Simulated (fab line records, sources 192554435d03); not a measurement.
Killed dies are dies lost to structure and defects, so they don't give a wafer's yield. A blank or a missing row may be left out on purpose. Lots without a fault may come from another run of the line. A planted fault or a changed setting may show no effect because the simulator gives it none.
Chamber matching | flow n5_finfet | N5_BEOL_M4_DESCUM_33 on rie_diel-06: 4 sister chambers
The step chemistry O2, time 7 s. 16 wafers are shown with their chamber, then 8 later ones without.

WAFERS WITH THEIR CHAMBER
wafer  | chamber | drypump_motor_current_A (A) | showerhead_plenum_p_Torr (Torr) | throttle_valve_pct (%)
L074.1 | 1       | 5.7                         | 2.04                            | 20.23
L074.4 | 0       | 6.4                         | 2.10                            | 20.15
L074.6 | 2       | 4.9                         | 2.09                            | 20.55
L076.1 | 3       | 6.4                         | 2.20                            | 20.49
L076.3 | 1       | 5.7                         | 2.04                            | 20.27
L076.6 | 2       | 4.9                         | 2.08                            | 20.57
L083.1 | 3       | 6.4                         | 2.19                            | 20.49
L083.5 | 1       | 5.8                         | 2.03                            | 20.30
L083.6 | 0       | 6.4                         | 2.09                            | 20.17
L084.3 | 1       | 5.8                         | 2.03                            | 20.27
L084.4 | 0       | 6.4                         | 2.09                            | 20.20
L084.6 | 2       | 4.9                         | 2.08                            | 20.58
L088.1 | 3       | 6.4                         | 2.19                            | 20.54
L088.4 | 0       | 6.4                         | 2.08                            | 20.23
L088.5 | 3       | 6.4                         | 2.19                            | 20.52
L091.2 | 2       | 4.9                         | 2.08                            | 20.60

SIGNATURES (means of the wafers above)
reading                  | chamber 0 | chamber 1 | chamber 2 | chamber 3 | scatter within a chamber
drypump_motor_current_A  | 6.400     | 5.750     | 4.900     | 6.400     | 0.0289
showerhead_plenum_p_Torr | 2.0900    | 2.0350    | 2.0825    | 2.1925    | 0.00612
throttle_valve_pct       | 20.1875   | 20.2675   | 20.5750   | 20.5100   | 0.0278
Rule: a wafer's distance from a chamber is the root of the sum, over the readings, of the square of ((its reading less the chamber's mean) divided by the reading's scatter). The wafer belongs to the nearest chamber; if the next one is less than 2 further off, it can't be placed. The scatter: the root of (the sum of the squares of (reading less its chamber's mean) over the shown wafers, divided by (wafers less chambers)).

WAFERS WITHOUT THEIR CHAMBER
wafer  | drypump_motor_current_A (A) | showerhead_plenum_p_Torr (Torr) | throttle_valve_pct (%)
L091.3 | 6.4                         | 2.19                            | 20.52
L091.5 | 6.4                         | 2.19                            | 20.51
L093.3 | 6.4                         | 2.08                            | 20.24
L093.5 | 6.4                         | 2.18                            | 20.52
L093.6 | 6.4                         | 2.08                            | 20.23
L095.2 | 6.4                         | 2.08                            | 20.23
L095.5 | 4.9                         | 2.07                            | 20.26
L095.6 | 6.4                         | 2.18                            | 20.54

WHICH CHAMBER EACH WENT THROUGH
wafer  | from the rows above | in truth
L091.3 | 3                   | 3
L091.5 | 3                   | 3
L093.3 | 0                   | 0
L093.5 | 3                   | 3
L093.6 | 0                   | 0
L095.2 | 0                   | 0
L095.5 | 2                   | 2
L095.6 | 3                   | 3
Placed correctly: 8 of 8. Can't be placed from these rows: 0. Placed wrongly: 0.
